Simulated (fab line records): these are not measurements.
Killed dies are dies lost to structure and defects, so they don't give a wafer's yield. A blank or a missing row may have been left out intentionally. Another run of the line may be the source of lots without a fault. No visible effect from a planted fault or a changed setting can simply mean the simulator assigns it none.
Which of the tools did it? | flow nand harc | 39 wafers from 13 lots sampled at 5 of the route's 1302 steps

== WHAT THE GAUGES SHOWED, per wafer ==
NHARC_A_SGD_CUT_CD_MEAS_09: the cd target is 100 nm.
lot  | measured     | on        | cd nm (nm)
L999 | day 19 15:05 | cd sem-02 | 98.8 99.7 99.9
L101 | day 20 09:52 | cd sem-03 | 100.3 99.4 100.0
L103 | day 20 10:20 | cd sem-03 | 101.1 100.2 101.2
L104 | day 21 22:14 | cd sem-03 | 100.0 99.9 98.8
L107 | day 23 01:55 | cd sem-01 | 99.4 100.1 100.0
L109 | day 23 10:23 | cd sem-01 | 99.0 99.0 99.0
L111 | day 24 02:17 | cd sem-03 | 99.6 99.7 99.6
L115 | day 25 13:11 | cd sem-02 | 100.2 99.7 99.9
L116 | day 25 13:22 | cd sem-01 | 129.1 128.7 128.9 129.3 128.6 129.3
L118 | day 26 23:05 | cd sem-02 | 124.1 123.8 124.0 124.0 123.9 124.3
L119 | day 27 13:27 | cd sem-03 | 122.6 121.6 122.7 122.6 122.0 122.5
L121 | day 27 23:26 | cd sem-02 | 99.6 99.5 99.5
L122 | day 28 19:22 | cd sem-03 | 99.2 99.3 99.2

NHARC_A_SGD_CUT_INSPECT_11.
lot  | measured     | on                | raw defect count
L999 | day 19 15:13 | defect inspect-01 | 120 113 101
L101 | day 20 09:59 | defect inspect-01 | 54 68 58
L103 | day 20 10:28 | defect inspect-02 | 101 105 118
L104 | day 21 22:22 | defect inspect-01 | 68 75 79
L107 | day 23 02:02 | defect inspect-01 | 26 26 27
L109 | day 23 10:31 | defect inspect-02 | 8 11 11
L111 | day 24 02:25 | defect inspect-01 | 23 12 13
L115 | day 25 13:18 | defect inspect-02 | 44 46 50
L119 | day 27 16:25 | defect inspect-02 | 30 22 24
L121 | day 27 23:34 | defect inspect-01 | 23 30 27
L122 | day 28 19:30 | defect inspect-02 | 25 26 32

== TOOL THAT RAN EACH LOT (tool first, then ch and the chambers of the sampled wafers, then the start) ==
lot  | NHARC_A_STAIRCASE_DEP_471       | NHARC_A_STAIRCASE_CMP_472     | NHARC_A_SGD_CUT_EXPOSE_06
L999 | pecvd-02 ch 0,1,2, day 19 13:37 | cmp-04 ch 0,1,3, day 19 13:55 | arfi scanner-02 ch 0, day 19 14:56
L101 | pecvd-02 ch 0,1,2, day 20 08:29 | cmp-04 ch 0,3, day 20 08:44   | arfi scanner-03 ch 0, day 20 09:43
L103 | pecvd-02 ch 0,1,2, day 20 08:55 | cmp-04 ch 0,1,3, day 20 09:10 | arfi scanner-01 ch 0, day 20 10:13
L104 | pecvd-03 ch 0,1,2, day 21 20:59 | cmp-04 ch 0,3, day 21 21:13   | arfi scanner-02 ch 0, day 21 22:05
L107 | pecvd-03 ch 0,1, day 23 00:25   | cmp-03 ch 0,1, day 23 00:47   | arfi scanner-02 ch 0, day 23 01:47
L109 | pecvd-04 ch 0,1,2, day 23 09:04 | cmp-02 ch 0,2,3, day 23 09:18 | arfi scanner-01 ch 0, day 23 10:16
L111 | pecvd-02 ch 1,2, day 24 00:54   | cmp-02 ch 1,2, day 24 01:09   | arfi scanner-03 ch 0, day 24 02:08
L115 | pecvd-03 ch 0,1,2, day 25 11:43 | cmp-02 ch 0,1,3, day 25 12:01 | arfi scanner-03 ch 0, day 25 13:02
L116 | pecvd-02 ch 0,2, day 25 11:59   | cmp-03 ch 1,3, day 25 12:14   | arfi scanner-02 ch 0, day 25 13:13
L118 | pecvd-02 ch 0,1, day 26 21:41   | cmp-02 ch 0,1,2, day 26 21:58 | arfi scanner-02 ch 0, day 26 22:56
L119 | pecvd-03 ch 0,1,2, day 27 12:04 | cmp-04 ch 0,2,3, day 27 12:22 | arfi scanner-02 ch 0, day 27 13:19
L121 | pecvd-04 ch 1,2, day 27 22:05   | cmp-04 ch 0,2, day 27 22:19   | arfi scanner-01 ch 0, day 27 23:18
L122 | pecvd-03 ch 0,1,2, day 28 18:06 | cmp-04 ch 0,1,3, day 28 18:22 | arfi scanner-01 ch 0, day 28 19:14
- NHARC_A_STAIRCASE_DEP_471: deposits SiO2, target thk 100 nm.
- NHARC_A_STAIRCASE_CMP_472: polishes SiO2.
- NHARC_A_SGD_CUT_EXPOSE_06: exposes mask SGD.

== WHAT THE TOOLS THEMSELVES READ (means of the sampled wafers that have a number; where no wafer has one, the mark that the record gives instead) ==
NHARC_A_STAIRCASE_DEP_471.
lot  | tool     | chamber pressure Torr (Torr) | heater power w (W) | throttle valve pct (%)
L999 | pecvd-02 | 6.503                        | 501                | 15.6
L101 | pecvd-02 | 6.511                        | 494                | 15.7
L103 | pecvd-02 | 6.495                        | 500                | 15.7
L104 | pecvd-03 | 6.510                        | 623                | 16.2
L107 | pecvd-03 | 6.488                        | 648                | 16.3
L109 | pecvd-04 | 6.500                        | 568                | 15.8
L111 | pecvd-02 | 6.510                        | 485                | 16.5
L115 | pecvd-03 | 6.503                        | 628                | 16.2
L116 | pecvd-02 | 6.505                        | 558                | 15.3
L118 | pecvd-02 | 6.480                        | 451                | 15.3
L119 | pecvd-03 | 6.494                        | 597                | 16.4
L121 | pecvd-04 | 6.495                        | 465                | 15.6
L122 | pecvd-03 | 6.496                        | 626                | 16.5

NHARC_A_STAIRCASE_CMP_472.
lot  | tool   | motor current A (A) | retaining ring pressure frac
L999 | cmp-04 | 10.8                | 1.000
L101 | cmp-04 | 10.7                | 1.002
L103 | cmp-04 | 10.7                | 1.001
L104 | cmp-04 | 10.7                | 0.999
L107 | cmp-03 | 12.5                | 0.995
L109 | cmp-02 | 12.8                | 0.996
L111 | cmp-02 | 11.7                | 1.001
L115 | cmp-02 | 12.6                | 1.002
L116 | cmp-03 | 12.4                | 1.001
L118 | cmp-02 | 12.2                | 1.003
L119 | cmp-04 | 11.5                | 1.002
L121 | cmp-04 | 10.8                | 0.999
L122 | cmp-04 | 10.8                | 0.998

NHARC_A_SGD_CUT_EXPOSE_06.
lot  | tool            | exposure dose mJ cm2 | reticle temp C (C)
L999 | arfi scanner-02 | 85.69                | 23.08
L101 | arfi scanner-03 | 85.51                | 22.96
L103 | arfi scanner-01 | 85.64                | 22.99
L104 | arfi scanner-02 | 85.55                | 22.97
L107 | arfi scanner-02 | 85.65                | 23.00
L109 | arfi scanner-01 | 85.59                | 22.91
L111 | arfi scanner-03 | 85.58                | 23.07
L115 | arfi scanner-03 | 85.41                | 23.07
L116 | arfi scanner-02 | 122.32               | 23.10
L118 | arfi scanner-02 | 114.95               | 23.05
L119 | arfi scanner-02 | 113.67               | 22.91
L121 | arfi scanner-01 | 85.58                | 22.92
L122 | arfi scanner-01 | 85.61                | 23.10

== THE ANSWER, worked out from the rows above alone ==
Rule: the lots themselves supply what counts as usual. Put in order of their means at a reading, lots are off if they are a third of the lots or fewer, leave a main group of 4 or more, and stand apart from it by a gap of 3 or more times the standard deviation of the main group's means; of several such gaps the widest counts. Not used: any main group whose means are identical at the precision the tables above print for the reading. A lot without any number at a reading at which 4 lots or more have one is off too. The other lots that the step has rows for count as sound. The gauges are gone through in route order, then the tools' own readings, and for those a lot's mean is taken as printed above. At the first step where some lot is off, the reading lying furthest off is the one used; lots without a number count as furthest.
Off: L116, L118, L119, at NHARC_A_SGD_CUT_CD_MEAS_09 (cd nm). Mean 99.7 nm and standard deviation 0.47 in the main group.
A tool fits if, at a process step before that reading, it ran every lot that is off, and no sound lot after the first of them. The gauges at NHARC_A_SGD_CUT_CD_MEAS_09 aren't tried: what is off there is off at NHARC_A_SGD_CUT_EXPOSE_06 too, on other tools, and a gauge's error can't cause that. One fits: NHARC_A_SGD_CUT_EXPOSE_06 on arfi scanner-02. Its last sound lot is L107 (day 23 01:47), its first lot that is off L116 (day 25 13:13): a fault that began between those two fits.
The tool's own readings at NHARC_A_SGD_CUT_EXPOSE_06 bear it out: on the lots that are off they differ by more than 5 times the standard deviation of the sound lots' means. exposure dose mJ cm2 reads 116.98 there against 85.58 on the sound lots.

== WHAT THE SIMULATOR PUT IN ==
Drift in process parameters on arfi scanner-02 at NHARC_A_SGD_CUT_EXPOSE_06, starting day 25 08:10. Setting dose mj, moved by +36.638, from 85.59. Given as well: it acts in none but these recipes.
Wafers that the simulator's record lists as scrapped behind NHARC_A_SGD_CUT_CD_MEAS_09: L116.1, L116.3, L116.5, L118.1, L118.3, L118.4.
Shown lots that were struck: L116, L118, L119. Same finding as the rule above.
